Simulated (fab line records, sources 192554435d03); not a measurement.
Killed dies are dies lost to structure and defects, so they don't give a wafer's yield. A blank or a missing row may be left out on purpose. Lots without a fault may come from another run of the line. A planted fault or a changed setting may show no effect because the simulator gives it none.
Which tool did it? | flow n5_finfet | 11 lots, 29 wafers sampled, at 1 step of a route of 1938

WHAT THE GAUGES READ, wafer by wafer
N5_ZERO_LAYER_CD_MEAS_11: target cd 2000 nm.
lot  | measured    | on        | cd_nm (nm)
L479 | day 1 18:38 | cd_sem-03 | 1996.9 1999.0 2000.0
L481 | day 2 06:46 | cd_sem-01 | 1998.9 1997.9 2000.2
L487 | day 3 18:38 | cd_sem-02 | 1999.6 1994.2
L488 | day 4 00:40 | cd_sem-01 | 2002.0 2003.6
L489 | day 4 06:46 | cd_sem-02 | 2003.6 2004.0
L491 | day 4 18:47 | cd_sem-01 | 2001.4 1998.7 2000.5
L494 | day 5 12:46 | cd_sem-01 | 1997.1 1998.7 1995.8
L497 | day 6 06:38 | cd_sem-01 | 2001.8 2005.4 2001.7
L498 | day 6 12:47 | cd_sem-02 | 1998.4 1997.1 1995.8
L500 | day 7 00:38 | cd_sem-03 | 2002.5 2003.4 2000.7
L501 | day 7 06:39 | cd_sem-01 | 2002.3 2000.1

WHICH TOOL RAN EACH LOT (tool, then ch and the chambers of the sampled wafers, then the start)
The record holds no process step before these readings.

THE ANSWER, worked out from the rows above alone
Rule: what is usual is taken from the lots themselves. Put in order of their means at a reading, lots are off if they are a third of the lots or fewer, leave a main group of 4 or more, and stand apart from it by a gap of 3 or more times the standard deviation of the main group's means; of several such gaps the widest counts. A main group whose means are all the same, to the digits that the tables above print for the reading, isn't used. A lot without any number at a reading at which 4 lots or more have one is off too. The other lots that the step has rows for count as sound.
No lot is off at any reading shown: from this, nothing can be told.

WHAT THE SIMULATOR HAD PUT IN
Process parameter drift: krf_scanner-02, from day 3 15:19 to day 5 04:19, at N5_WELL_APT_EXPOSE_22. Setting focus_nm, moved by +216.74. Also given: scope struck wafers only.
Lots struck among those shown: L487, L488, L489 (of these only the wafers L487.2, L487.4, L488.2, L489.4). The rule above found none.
